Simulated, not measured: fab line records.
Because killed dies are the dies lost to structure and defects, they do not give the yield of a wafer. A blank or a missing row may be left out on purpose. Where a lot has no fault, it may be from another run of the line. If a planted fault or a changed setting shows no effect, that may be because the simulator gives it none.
Which tool did it? -- flow nandHarc -- Sampling: 14 lots, 42 wafers, 4 of 1302 route steps

## WHAT THE GAUGES READ, wafer by wafer
No reading from a measuring or inspecting step in the record can be judged against a usual standard deviation.

## EACH LOT AND THE TOOL THAT RAN IT (in order: tool; ch and the chambers of the sampled wafers; start)
lot,NHARC_A_CONTACT_DESCUM_47,NHARC_A_CONTACT_ETCH_112,NHARC_A_CONTACT_ETCH_115,NHARC_A_CONTACT_ETCH_117
L321,"rieDiel-02 ch 1,3, day 21 18:44","harCapEtch-02 ch 0,1, day 21 20:48","harCapEtch-02 ch 0,1, day 21 21:19","harCapEtch-02 ch 0,1, day 21 21:39"
L322,"rieDiel-05 ch 0,3, day 21 20:03","harCapEtch-03 ch 1, day 21 22:31","harCapEtch-03 ch 1, day 21 23:01","harCapEtch-03 ch 1, day 21 23:22"
L325,"rieDiel-09 ch 2,3, day 22 15:09","harCapEtch-02 ch 0,1, day 22 17:36","harCapEtch-02 ch 0,1, day 22 18:07","harCapEtch-02 ch 0,1, day 22 18:27"
L327,"rieDiel-09 ch 0,1, day 23 20:35","harCapEtch-01 ch 0,1, day 23 22:37","harCapEtch-01 ch 0,1, day 23 23:08","harCapEtch-01 ch 0,1, day 23 23:28"
L330,"rieDiel-09 ch 0,1,2, day 25 06:52","harCapEtch-03 ch 0,1, day 25 08:58","harCapEtch-03 ch 0,1, day 25 09:29","harCapEtch-03 ch 0,1, day 25 09:50"
L331,"rieDiel-02 ch 0,2,3, day 25 14:40","harCapEtch-03 ch 0,1, day 25 16:46","harCapEtch-03 ch 0,1, day 25 17:17","harCapEtch-03 ch 0,1, day 25 17:37"
L333,"rieDiel-02 ch 2,3, day 26 12:30","harCapEtch-02 ch 0,1, day 26 14:34","harCapEtch-02 ch 0,1, day 26 15:04","harCapEtch-02 ch 0,1, day 26 15:25"
L334,"rieDiel-09 ch 1,2, day 27 09:58","harCapEtch-03 ch 0,1, day 27 12:01","harCapEtch-03 ch 0,1, day 27 12:31","harCapEtch-03 ch 0,1, day 27 12:51"
L336,"rieDiel-02 ch 0,2,3, day 27 15:57","harCapEtch-01 ch 0,1, day 27 18:00","harCapEtch-01 ch 0,1, day 27 18:31","harCapEtch-01 ch 0,1, day 27 18:52"
L341,"rieDiel-05 ch 0,1,2, day 29 08:40","harCapEtch-02 ch 0,1, day 29 10:49","harCapEtch-02 ch 0,1, day 29 11:19","harCapEtch-02 ch 0,1, day 29 11:40"
L340,"rieDiel-02 ch 0,2, day 29 12:31","harCapEtch-01 ch 0,1, day 29 14:37","harCapEtch-01 ch 0,1, day 29 15:07","harCapEtch-01 ch 0,1, day 29 15:28"
L343,"rieDiel-09 ch 2,3, day 30 10:20","harCapEtch-02 ch 0,1, day 30 12:20","harCapEtch-02 ch 0,1, day 30 12:51","harCapEtch-02 ch 0,1, day 30 13:11"
L342,"rieDiel-05 ch 2,3, day 30 10:38","harCapEtch-03 ch 0,1, day 30 12:43","harCapEtch-03 ch 0,1, day 30 13:14","harCapEtch-03 ch 0,1, day 30 13:35"
L344,"rieDiel-09 ch 1,3, day 31 08:50","harCapEtch-02 ch 1, day 31 10:51","harCapEtch-02 ch 1, day 31 11:22","harCapEtch-02 ch 1, day 31 11:43"
- NHARC_A_CONTACT_DESCUM_47: chemistry O2, time 3 s.
- NHARC_A_CONTACT_ETCH_112: etches the open film in C4F8/O2/Ar, time 190 s, target depth 1850 nm.
- NHARC_A_CONTACT_ETCH_115: etches the open film in C4F8/O2/Ar, time 190 s, target depth 1850 nm.
- NHARC_A_CONTACT_ETCH_117: etches the open film in C4F8/O2/Ar, time 190 s, target depth 1850 nm.

## AS READ BY THE TOOLS THEMSELVES (means over the sampled wafers that have a number; for cases with no such wafer, the mark the record gives instead)
NHARC_A_CONTACT_DESCUM_47. Usual: drypumpMotorCurrentA 5.7 A, standard deviation 0.43; o2FlowSccm 200.1 sccm, standard deviation 0.65; oesProductAu 0.996 a.u., standard deviation 0.012; rfVppV 57.7 V, standard deviation 0.94; showerheadPlenumPTorr 1.90 Torr, standard deviation 0.099; throttleValvePct 11.311 %, standard deviation 0.0096.
lot,tool,drypumpMotorCurrentA (A),o2FlowSccm (sccm),oesProductAu (a.u.),rfVppV (V),showerheadPlenumPTorr (Torr),throttleValvePct (%),flag
L321,rieDiel-02,5.8,200.1,0.996,57.5,1.98,11.313,
L322,rieDiel-05,5.4,199.8,1.001,58.0,1.90,11.310,
L325,rieDiel-09,5.9,199.9,0.986,57.5,1.96,11.305,
L327,rieDiel-09,6.1,199.3,1.004,57.3,1.87,11.315,
L330,rieDiel-09,6.1,200.3,0.997,58.3,1.95,11.305,
L331,rieDiel-02,5.7,200.7,0.990,57.5,1.94,11.303,
L333,rieDiel-02,6.0,200.1,0.988,57.8,2.00,11.308,
L334,rieDiel-09,6.2,200.1,0.990,58.2,2.01,11.318,
L336,rieDiel-02,5.7,200.3,1.003,57.0,1.93,11.319,
L341,rieDiel-05,5.8,200.0,1.004,57.9,1.86,11.320,
L340,rieDiel-02,5.4,199.4,0.990,57.6,1.88,11.311,
L343,rieDiel-09,6.0,199.6,0.997,58.3,1.97,11.311,
L342,rieDiel-05,6.2,199.7,1.003,57.3,1.84,11.310,
L344,rieDiel-09,5.9,200.1,0.995,58.1,1.93,11.329,

NHARC_A_CONTACT_ETCH_112. Usual: chamberPressureMTorr 20.000 mTorr, standard deviation 0.018; oesAirLineAu 1.001 a.u., standard deviation 0.02.
lot,tool,chamberPressureMTorr (mTorr),oesAirLineAu (a.u.),flag
L321,harCapEtch-02,20.013,0.978,
L322,harCapEtch-03,20.000,0.987,
L325,harCapEtch-02,20.012,1.002,
L327,harCapEtch-01,19.995,1.021,
L330,harCapEtch-03,-,-,OFF
L331,harCapEtch-03,-,-,OFF
L333,harCapEtch-02,20.001,1.005,
L334,harCapEtch-03,19.994,1.015,
L336,harCapEtch-01,19.995,0.995,
L341,harCapEtch-02,19.995,1.000,
L340,harCapEtch-01,20.010,1.002,
L343,harCapEtch-02,20.004,0.977,
L342,harCapEtch-03,19.986,1.020,
L344,harCapEtch-02,19.990,0.979,

NHARC_A_CONTACT_ETCH_115. Usual: chamberPressureMTorr 19.998 mTorr, standard deviation 0.019; oesAirLineAu 0.998 a.u., standard deviation 0.019.
lot,tool,chamberPressureMTorr (mTorr),oesAirLineAu (a.u.),flag
L321,harCapEtch-02,19.985,0.982,
L322,harCapEtch-03,20.000,1.004,
L325,harCapEtch-02,20.006,0.992,
L327,harCapEtch-01,20.001,0.984,
L330,harCapEtch-03,19.991,1.001,
L331,harCapEtch-03,20.034,0.996,
L333,harCapEtch-02,19.993,0.994,
L334,harCapEtch-03,19.977,0.991,
L336,harCapEtch-01,19.994,1.009,
L341,harCapEtch-02,19.994,0.990,
L340,harCapEtch-01,19.998,0.991,
L343,harCapEtch-02,19.977,0.987,
L342,harCapEtch-03,19.991,1.018,
L344,harCapEtch-02,20.014,0.996,

NHARC_A_CONTACT_ETCH_117. Usual: chamberPressureMTorr 19.997 mTorr, standard deviation 0.019; oesAirLineAu 1.001 a.u., standard deviation 0.019.
lot,tool,chamberPressureMTorr (mTorr),oesAirLineAu (a.u.),flag
L321,harCapEtch-02,20.001,0.982,
L322,harCapEtch-03,19.998,0.995,
L325,harCapEtch-02,20.001,0.990,
L327,harCapEtch-01,19.992,0.986,
L330,harCapEtch-03,20.008,1.004,
L331,harCapEtch-03,19.979,1.004,
L333,harCapEtch-02,19.971,1.020,
L334,harCapEtch-03,20.001,1.005,
L336,harCapEtch-01,19.998,0.995,
L341,harCapEtch-02,20.008,1.006,
L340,harCapEtch-01,19.971,1.027,
L343,harCapEtch-02,20.003,0.995,
L342,harCapEtch-03,19.986,0.994,
L344,harCapEtch-02,20.018,0.982,

## THE ANSWER, worked out from the rows above alone
Rule: lot off if the mean of its wafers having a number is beyond 3 standard deviations from the usual mean. Also off: a lot with no number at a reading for which 4 or more lots have one. The other lots that the step has rows for count as sound. The gauges are gone through in route order, then the tools' own readings, and for those a lot's mean is taken as printed above. At the first step where some lot is off, the reading lying furthest off is the one used; lots without a number count as furthest.
Off, at NHARC_A_CONTACT_ETCH_112 on chamberPressureMTorr: L330, L331. Without a number there: L330, L331.
If a tool, at that step or one of the process steps before it, ran each lot that is off and ran no sound lot following the first of them, it fits. No candidate that was tried fits.

## WHAT WAS PUT IN BY THE SIMULATOR
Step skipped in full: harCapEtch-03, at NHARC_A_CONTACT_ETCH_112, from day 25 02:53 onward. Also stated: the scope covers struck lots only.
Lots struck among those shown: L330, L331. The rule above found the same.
